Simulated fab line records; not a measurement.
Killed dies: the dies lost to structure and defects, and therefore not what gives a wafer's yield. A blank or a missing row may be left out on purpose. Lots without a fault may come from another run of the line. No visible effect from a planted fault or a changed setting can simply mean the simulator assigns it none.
Matching of chambers | flow nand harc | 4 sister chambers for NHARC_A_CHANNEL_FILL_D1_STRIP_28 on rie diel-07
The step strips in O2, time 20 s. 4 wafers are shown with their chamber, then 12 later ones without.

WAFERS, EACH WITH ITS CHAMBER
wafer  | chamber | showerhead plenum p Torr (Torr)
L089.3 | 1       | 3.59
L090.1 | 2       | 3.78
L090.3 | 3       | 3.58
L090.5 | 0       | 3.33

WAFERS WITHOUT THEIR CHAMBER
wafer  | showerhead plenum p Torr (Torr)
L093.2 | 3.78
L093.3 | 3.58
L093.6 | 3.77
L092.1 | 3.58
L092.4 | 3.33
L092.6 | 3.59
L094.1 | 3.78
L094.3 | 3.33
L094.5 | 3.33
L097.2 | 3.77
L097.3 | 3.58
L097.5 | 3.59

THE CHAMBER EACH PASSED THROUGH
wafer  | from the rows above | in truth
L093.2 | 2                   | 2
L093.3 | 3                   | 3
L093.6 | 2                   | 2
L092.1 | 3                   | 3
L092.4 | 0                   | 0
L092.6 | 1                   | 1
L094.1 | 2                   | 2
L094.3 | 0                   | 0
L094.5 | 0                   | 0
L097.2 | 2                   | 2
L097.3 | 3                   | 3
L097.5 | 1                   | 1
Correct placement for 12 of the 12. Not placeable from these rows: 0. Placed wrongly: 0.
How it was worked out, from the rows above alone: a wafer's distance from a chamber is the root of the sum, over the readings, of the square of ((its reading less the chamber's mean) divided by the reading's scatter). The wafer belongs to the nearest chamber; if the next one is less than 2 further off, it can't be placed. For every chamber, the mean is computed from those of its wafers that are shown. The scatter: with one shown wafer a chamber, the root of the mean of the squares of how far each hidden wafer lies from its nearest shown one.
